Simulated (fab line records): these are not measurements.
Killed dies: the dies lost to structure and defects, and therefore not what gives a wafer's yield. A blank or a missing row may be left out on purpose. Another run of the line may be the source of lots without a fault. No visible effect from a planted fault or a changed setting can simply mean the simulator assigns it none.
Lot-split experiment + flow n5-finfet + route with 1938 steps; 7 lots, 39 wafers read

== SPLIT DETAILS ==
At N5_HKMG_FIN_ETCH_32 (etches SOC in N2/H2, target depth 240 nm, time 300 s), the setting target-depth-a was moved away from the recipe's 2400 angstrom on 15 of the 39 wafers read, by +16.5% to +57.6%. The other wafers ran this setting at the recipe's value.

The reading is taken at the split's own step.

== THE READING ==
SiARC_of_HKMG_FIN_COAT_30.thk-nm (the simulator's own value, which no gauge read), in nm, at N5_HKMG_FIN_ETCH_32 (etches SOC in N2/H2, target depth 240 nm, time 300 s). The file gives no usual value for it. The 24 wafers here that ran the recipe average 21.1 nm, standard deviation 0.47 nm.

| wafer  | tool, chamber at the split | target-depth-a as run, angstrom | against the recipe | SiARC_of_HKMG_FIN_COAT_30.thk-nm, nm | against lot-mates on the recipe |
|--------|----------------------------|---------------------------------|--------------------|--------------------------------------|---------------------------------|
| L080.2 | rie-diel-05, 2             | 2400                            | recipe             | 22                                   | -                               |
| L080.3 | rie-diel-05, 3             | 2400                            | recipe             | 21.2                                 | -                               |
| L080.4 | rie-diel-05, 1             | 2400                            | recipe             | 21.4                                 | -                               |
| L086.1 | rie-diel-01, 3             | 2400                            | recipe             | 21                                   | -                               |
| L086.2 | rie-diel-01, 0             | 3782                            | +57.6%             | 12.6                                 | -8.4                            |
| L086.3 | rie-diel-01, 2             | 2400                            | recipe             | 21.4                                 | -                               |
| L086.4 | rie-diel-01, 1             | 2400                            | recipe             | 20.6                                 | -                               |
| L086.5 | rie-diel-01, 0             | 3782                            | +57.6%             | 12.8                                 | -8.2                            |
| L086.6 | rie-diel-01, 3             | 3782                            | +57.6%             | 12.8                                 | -8.2                            |
| L088.1 | rie-diel-05, 3             | 2400                            | recipe             | 21.6                                 | -                               |
| L088.2 | rie-diel-05, 2             | 2795                            | +16.5%             | 19.6                                 | -2.1                            |
| L088.3 | rie-diel-05, 1             | 2795                            | +16.5%             | 19.2                                 | -2.5                            |
| L088.4 | rie-diel-05, 0             | 2400                            | recipe             | 21.8                                 | -                               |
| L088.5 | rie-diel-05, 0             | 2795                            | +16.5%             | 19.4                                 | -2.3                            |
| L088.6 | rie-diel-05, 1             | 2400                            | recipe             | 21.6                                 | -                               |
| L090.1 | rie-diel-03, 2             | 2400                            | recipe             | 20.4                                 | -                               |
| L090.2 | rie-diel-03, 3             | 2400                            | recipe             | 21.2                                 | -                               |
| L090.3 | rie-diel-03, 1             | 3747                            | +56.1%             | 12.2                                 | -8.7                            |
| L090.4 | rie-diel-03, 1             | 3747                            | +56.1%             | 12.2                                 | -8.7                            |
| L090.5 | rie-diel-03, 2             | 3747                            | +56.1%             | 11.8                                 | -9.1                            |
| L090.6 | rie-diel-03, 3             | 2400                            | recipe             | 21                                   | -                               |
| L091.1 | rie-diel-03, 2             | 2400                            | recipe             | 20.4                                 | -                               |
| L091.2 | rie-diel-03, 3             | 2400                            | recipe             | 21                                   | -                               |
| L091.3 | rie-diel-03, 1             | 2400                            | recipe             | 20.4                                 | -                               |
| L091.4 | rie-diel-03, 0             | 2400                            | recipe             | 21.4                                 | -                               |
| L091.5 | rie-diel-03, 0             | 2400                            | recipe             | 21.4                                 | -                               |
| L091.6 | rie-diel-03, 3             | 2400                            | recipe             | 21                                   | -                               |
| L094.1 | rie-diel-03, 2             | 3059                            | +27.5%             | 16.4                                 | -4.4                            |
| L094.2 | rie-diel-03, 1             | 2400                            | recipe             | 20.4                                 | -                               |
| L094.3 | rie-diel-03, 3             | 2400                            | recipe             | 21.4                                 | -                               |
| L094.4 | rie-diel-03, 3             | 3059                            | +27.5%             | 17.6                                 | -3.2                            |
| L094.5 | rie-diel-03, 2             | 2400                            | recipe             | 20.6                                 | -                               |
| L094.6 | rie-diel-03, 1             | 3059                            | +27.5%             | 16.6                                 | -4.2                            |
| L097.1 | rie-diel-03, 2             | 2857                            | +19.0%             | 17.6                                 | -3.2                            |
| L097.2 | rie-diel-03, 1             | 2400                            | recipe             | 20.4                                 | -                               |
| L097.3 | rie-diel-03, 3             | 2400                            | recipe             | 21                                   | -                               |
| L097.4 | rie-diel-03, 3             | 2400                            | recipe             | 21                                   | -                               |
| L097.5 | rie-diel-03, 1             | 2857                            | +19.0%             | 17.6                                 | -3.2                            |
| L097.6 | rie-diel-03, 2             | 2857                            | +19.0%             | 17.6                                 | -3.2                            |

FIT RESULTS
A straight line over all 39 wafers: SiARC_of_HKMG_FIN_COAT_30.thk-nm changes by -0.152 nm for each +1% of target-depth-a; r = -0.99; the points scatter about the line by 0.53 nm.
The same after taking each lot's own level away (the mean of its wafers on the recipe; 39 wafers): -0.15 nm for each +1%; r = -0.99; scatter 0.38 nm.
Per that fit: largest target-depth-a move, reading shift of 8.6 nm.
Measured against the standard deviation above, the lots' own levels, which go from 20.80 to 21.67 nm, span 1.9 times it.
The two slopes agree, so the slope changes little with the lot-to-lot level.
Check: -8.66 nm against its lot-mates is what the line predicts for one of the wafers moved furthest among these (+57.6%) when that wafer is left out of the fit. It came out at -8.4 nm against them.

== ADDITIONAL SPLITS CARRIED BY THESE WAFERS ==
Before the reading, these wafers also passed through other splits. Each is held against what the fit with the lots' levels taken away leaves over:
| other split on the same wafers        | wafers away from the commonest value | r with SiARC_of_HKMG_FIN_COAT_30.thk-nm (lot level and that fit taken away) |
|---------------------------------------|--------------------------------------|-----------------------------------------------------------------------------|
| N5_FIN_SAQP_SPACER1_ALD_24 ald-cycles | 15                                   | -0.08                                                                       |
| N5_SD_EPI_N_DESCUM_14 time-s          | 12                                   | -0.29                                                                       |

== THE WHOLE CHAIN: every reading that the file lists as answering this split, in the file's order ==
| step                | what it does                                         | reading                                                                           | change (the file's fit)              | r (the file's) |
|---------------------|------------------------------------------------------|-----------------------------------------------------------------------------------|--------------------------------------|----------------|
| N5_HKMG_FIN_ETCH_32 | etches SOC in N2/H2, target depth 240 nm, time 300 s | HKMG_FIN.feature-depth-nm (the simulator's own value, which no gauge read)        | +2.51 nm for each +1% of the setting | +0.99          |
| N5_HKMG_FIN_ETCH_32 | etches SOC in N2/H2, target depth 240 nm, time 300 s | etch.depth-nm (the simulator's own value, which no gauge read)                    | +2.51 nm for each +1% of the setting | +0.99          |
| N5_HKMG_FIN_ETCH_32 | etches SOC in N2/H2, target depth 240 nm, time 300 s | SiARC_of_HKMG_FIN_COAT_30.thk-nm (the simulator's own value, which no gauge read) | -0.15 nm for each +1% of the setting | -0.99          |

== THE FILE'S OWN FIT ==
SiARC_of_HKMG_FIN_COAT_30.thk-nm changes by -0.15 nm for each +1% of target-depth-a, r = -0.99.
